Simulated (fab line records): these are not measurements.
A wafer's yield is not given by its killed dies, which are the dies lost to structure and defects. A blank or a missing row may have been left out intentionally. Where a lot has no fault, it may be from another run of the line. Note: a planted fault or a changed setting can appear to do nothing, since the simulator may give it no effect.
Matching of chambers + flow nandHarc + NHARC_P_BONDPAD_CMP_19 on cmp-02 has 4 sister chambers
The step polishes, t overpolish 30 s, cu recess touch 16 s, target thk 160.81 nm. 8 wafers are shown with their chamber, then 10 later ones without.

== WAFERS PAIRED WITH THEIR CHAMBERS ==
| wafer  | chamber | motorCurrentA (A) | slurryFlowMlMin |
|--------|---------|-------------------|-----------------|
| L082.2 | 2       | 11.5              | 149.7           |
| L082.4 | 1       | 11.5              | 150.0           |
| L082.6 | 3       | 10.5              | 149.4           |
| L087.1 | 1       | 12.0              | 150.3           |
| L087.2 | 0       | 12.8              | 150.9           |
| L087.6 | 3       | 9.8               | 150.2           |
| L092.1 | 2       | 12.4              | 150.4           |
| L092.3 | 0       | 12.8              | 150.2           |

== WAFERS WITH NO CHAMBER GIVEN ==
| wafer  | motorCurrentA (A) | slurryFlowMlMin |
|--------|-------------------|-----------------|
| L092.5 | 10.2              | 149.8           |
| L093.3 | 10.3              | 149.8           |
| L093.5 | 10.6              | 150.5           |
| L093.6 | 13.3              | 149.2           |
| L094.1 | 10.3              | 149.9           |
| L094.4 | 12.4              | 149.8           |
| L094.5 | 12.7              | 149.7           |
| L096.4 | 12.1              | 149.9           |
| L096.5 | 12.4              | 150.2           |
| L096.6 | 10.3              | 150.0           |

== WHICH CHAMBER EACH ONE RAN IN ==
| wafer  | from the rows above          | in truth |
|--------|------------------------------|----------|
| L092.5 | 3                            | 3        |
| L093.3 | 3                            | 3        |
| L093.5 | can't be placed: 3 or 1 or 2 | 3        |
| L093.6 | can't be placed: 0 or 2 or 1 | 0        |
| L094.1 | 3                            | 3        |
| L094.4 | can't be placed: 2 or 1 or 0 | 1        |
| L094.5 | can't be placed: 0 or 2 or 1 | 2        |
| L096.4 | can't be placed: 2 or 1 or 0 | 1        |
| L096.5 | can't be placed: 2 or 0 or 1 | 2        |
| L096.6 | 3                            | 3        |
4 of 10 placed correctly. Not placeable from these rows: 6 (in 6, the candidates include the true chamber). Placed wrongly: 0.
How it was worked out, from the rows above alone: a wafer's distance from a chamber is the root of the sum, over the readings, of the square of ((its reading less the chamber's mean) divided by the reading's scatter). The wafer belongs to the nearest chamber; if the next one is less than 2 further off, it can't be placed. For every chamber, the mean is computed from those of its wafers that are shown. The scatter: the root of (the sum of the squares of (reading less its chamber's mean) over the shown wafers, divided by (wafers less chambers)).
